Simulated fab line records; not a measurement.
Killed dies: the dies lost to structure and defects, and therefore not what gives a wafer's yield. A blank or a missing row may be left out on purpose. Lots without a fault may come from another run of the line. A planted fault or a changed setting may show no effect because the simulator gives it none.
Struck lot and sound lot, side by side | flow nandHarc | 13 steps out of a route of 1302
Sound: these wafers, L889.2, L889.3, L889.4. Struck: wafers L884.1, L884.2 (left out: L884.3, a lot-mate that was not struck); the cause follows at the end.
At each step with rows: each side's tool, then ch and its chambers, then its first start. Under that, the readings that differ: sound wafers | struck wafers | difference of the means | sigmas: that difference in standard deviations of wafers without a fault.
alike: a reading whose means differ by less than 2 such deviations, as well as words and numbers matching on both sides. not compared: withheld readings; readings where some wafer has no value; bounds like >300 that might hide an equal value; numbers whose values overlap and for which the record gives no deviation.
A row with sigmas, a row that says differs or no value, or rows on one side alone: a step with any of these is where the two part. When numbers do not overlap yet have no deviation, they are printed without sigmas and do not part them. A reading missing from all wafers of one side parts the sides only when that side holds two or more wafers.

first, 5 steps without rows for these wafers: NHARC_A_STAIRCASE_PEB_182 (peb time 130 s); NHARC_A_STAIRCASE_DEVELOP_183 (time 140 s); NHARC_A_STAIRCASE_HARDBAKE_185 (time 140 s); NHARC_A_STAIRCASE_DESCUM_186 (chemistry O2, time 3 s); NHARC_A_STAIRCASE_TRIM_187 (chemistry O2, time 211.2 s).
NHARC_A_STAIRCASE_ETCH_188: etches the open film in C4F8/O2, target depth 100 nm, time 40.5 s.
  sound: rieDiel-04 ch 1,2,3; struck: rieDiel-04 ch 1,2
reading             | sound | struck | difference | sigmas
rfHoursCounterH (h) | 1 1 1 | 32 35  | +32        | 
  alike: oesProductAu, rfVppV
NHARC_A_STAIRCASE_TRIM_189: chemistry O2, time 211.2 s.
  sound: rieDiel-04 ch 1,2,3; struck: rieDiel-04 ch 1,3
reading             | sound | struck | difference | sigmas
rfHoursCounterH (h) | 1 1 1 | 30 35  | +32        | 
  alike: drypumpMotorCurrentA, oesProductAu, rfVppV, showerheadPlenumPTorr, throttleValvePct
NHARC_A_STAIRCASE_ETCH_190: etches the open film in C4F8/O2, target depth 100 nm, time 40.5 s.
  sound: rieDiel-04 ch 0,1,3; struck: rieDiel-04 ch 0,1
reading             | sound | struck | difference | sigmas
rfHoursCounterH (h) | 1 1 1 | 33 35  | +33        | 
  alike: oesProductAu, rfVppV
then, 1 step without rows for these wafers: NHARC_A_STAIRCASE_TRIM_191 (chemistry O2, time 211.2 s).
NHARC_A_STAIRCASE_ETCH_192: etches the open film in C4F8/O2, target depth 100 nm, time 40.5 s.
  sound: rieDiel-04 ch 1,2,3; struck: rieDiel-04 ch 2,3
reading             | sound | struck | difference | sigmas
rfHoursCounterH (h) | 1 1 1 | 30 33  | +30        | 
  alike: oesProductAu, rfVppV
NHARC_A_STAIRCASE_TRIM_193: chemistry O2, time 211.2 s.
  sound: rieDiel-04 ch 1,2,3; struck: rieDiel-04 ch 2,3
reading             | sound | struck | difference | sigmas
rfHoursCounterH (h) | 1 1 1 | 33 30  | +30        | 
  alike: drypumpMotorCurrentA, oesProductAu, rfVppV, showerheadPlenumPTorr, throttleValvePct
NHARC_A_STAIRCASE_ETCH_194: etches the open film in C4F8/O2, target depth 100 nm, time 40.5 s.
  sound on rieDiel-04 ch 0,2,3, day 23 19:54; struck on rieDiel-04 ch 0,3, day 20 21:16
reading             | sound             | struck      | difference | sigmas
oesProductAu (a.u.) | 0.932 0.941 0.939 | 0.786 0.794 | -0.147     | -16
rfHoursCounterH (h) | 2 1 1             | 30 33       | +30        | 
  alike: rfVppV
-- record jumps: 9 days between struck wafers' starts before vs after; left off in module A_STAIRCASE, resumes in module END, first step shown is number 1302 of the route --
NHARC_END_SORT_01:
  at this point the record logs the struck wafers (prober-01 ch 0, day 30 02:27) and has no rows for the sound ones

## WHERE THEY PART
First at NHARC_A_STAIRCASE_ETCH_194; last, within this record, at NHARC_END_SORT_01.

WHY: what had been put in by the simulator
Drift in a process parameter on rieDiel-04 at NHARC_A_STAIRCASE_ETCH_194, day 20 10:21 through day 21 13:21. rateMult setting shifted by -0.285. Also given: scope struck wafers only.
